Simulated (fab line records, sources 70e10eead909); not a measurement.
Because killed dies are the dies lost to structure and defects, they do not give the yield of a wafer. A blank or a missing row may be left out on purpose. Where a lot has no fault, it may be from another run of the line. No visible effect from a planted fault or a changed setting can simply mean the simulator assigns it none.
Matching of chambers | flow nandHarc | 4 sister chambers for NHARC_A_WL_FILL_ALD_10 on aldHk-02
The step deposits SiO2, target thk 50 nm, pulse time 10 s, ald cycles 500. 27 wafers are shown with their chamber, then 12 later ones without.

## WAFERS, EACH WITH ITS CHAMBER
wafer  | chamber | heaterPowerW (W) | susceptorTempC (C) | precursorPulseHeightRel
L075.2 | 1       | 471              | 299.69             | 1.016
L075.4 | 0       | 461              | 299.84             | 0.994
L075.3 | 3       | 466              | 299.97             | 0.988
L078.3 | 0       | 472              | 299.87             | 1.011
L078.5 | 2       | 447              | 300.14             | 0.983
L078.6 | 3       | 460              | 299.82             | 1.010
L080.1 | 0       | 454              | 299.95             | 1.003
L080.2 | 3       | 465              | 299.93             | 0.979
L080.6 | 1       | 457              | 299.96             | 1.015
L081.2 | 2       | 436              | 300.22             | 0.988
L081.3 | 3       | 459              | 299.74             | 1.001
L081.5 | 1       | 479              | 300.08             | 1.011
L083.2 | 2       | 443              | 300.07             | 0.994
L083.5 | 3       | 470              | 299.90             | 1.016
L083.6 | 0       | 465              | 299.82             | 0.982
L085.3 | 1       | 476              | 299.82             | 0.981
L085.2 | 3       | 464              | 300.00             | 1.004
L085.6 | 2       | 443              | 300.08             | 0.994
L087.2 | 0       | 461              | 299.90             | 0.965
L087.3 | 3       | 468              | 299.59             | 0.985
L087.4 | 2       | 441              | 299.91             | 0.962
L086.3 | 2       | 446              | 299.86             | 0.982
L086.4 | 1       | 462              | 299.97             | 1.022
L086.5 | 2       | 440              | 300.18             | 0.990
L089.2 | 2       | 448              | 299.87             | 0.986
L089.3 | 1       | 468              | 300.10             | 0.979
L089.6 | 2       | 440              | 299.96             | 0.979

SIGNATURES (averages over the wafers above)
reading                 | chamber 0 | chamber 1 | chamber 2 | chamber 3 | scatter within a chamber
heaterPowerW            | 462.60    | 468.83    | 442.67    | 464.57    | 5.66
susceptorTempC          | 299.8760  | 299.9367  | 300.0322  | 299.8500  | 0.133
precursorPulseHeightRel | 0.99100   | 1.00400   | 0.98422   | 0.99757   | 0.0148
Rule: a wafer lies at a distance from a chamber equal to the root of the sum of squares, over the readings, of (its reading less the chamber's mean, divided by the reading's scatter). If the next closest chamber is less than 2 further off than the closest, the wafer can't be placed; otherwise it belongs to the closest. The scatter: the root of (the sum of the squares of (reading less its chamber's mean) over the shown wafers, divided by (wafers less chambers)).

## WAFERS WHOSE CHAMBER IS MISSING
wafer  | heaterPowerW (W) | susceptorTempC (C) | precursorPulseHeightRel
L091.3 | 469              | 300.12             | 0.998
L091.4 | 442              | 299.87             | 1.017
L091.2 | 465              | 300.04             | 1.010
L093.1 | 479              | 299.89             | 1.004
L093.5 | 467              | 299.97             | 0.972
L093.6 | 437              | 300.02             | 1.013
L095.2 | 405              | 299.99             | 0.996
L095.3 | 474              | 299.78             | 0.967
L095.6 | 465              | 299.95             | 1.008
L097.2 | 474              | 300.30             | 1.011
L097.3 | 480              | 300.15             | 0.963
L097.5 | 465              | 300.02             | 1.016

## WHICH CHAMBER EACH ONE RAN IN
wafer  | from the rows above          | in truth
L091.3 | can't be placed: 1 or 3 or 0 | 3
L091.4 | can't be placed: 2 or 0 or 3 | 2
L091.2 | can't be placed: 1 or 3 or 0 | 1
L093.1 | can't be placed: 1 or 3 or 0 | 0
L093.5 | can't be placed: 0 or 3 or 1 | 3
L093.6 | 2                            | 2
L095.2 | 2                            | 2
L095.3 | can't be placed: 0 or 3 or 1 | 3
L095.6 | can't be placed: 1 or 3 or 0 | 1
L097.2 | can't be placed: 1 or 3 or 0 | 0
L097.3 | can't be placed: 1 or 0 or 3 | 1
L097.5 | can't be placed: 1 or 3 or 0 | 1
Correct placement for 2 of the 12. Unplaceable from these rows: 10, with the true chamber sitting among the candidates in 10. Number placed wrongly: 0.
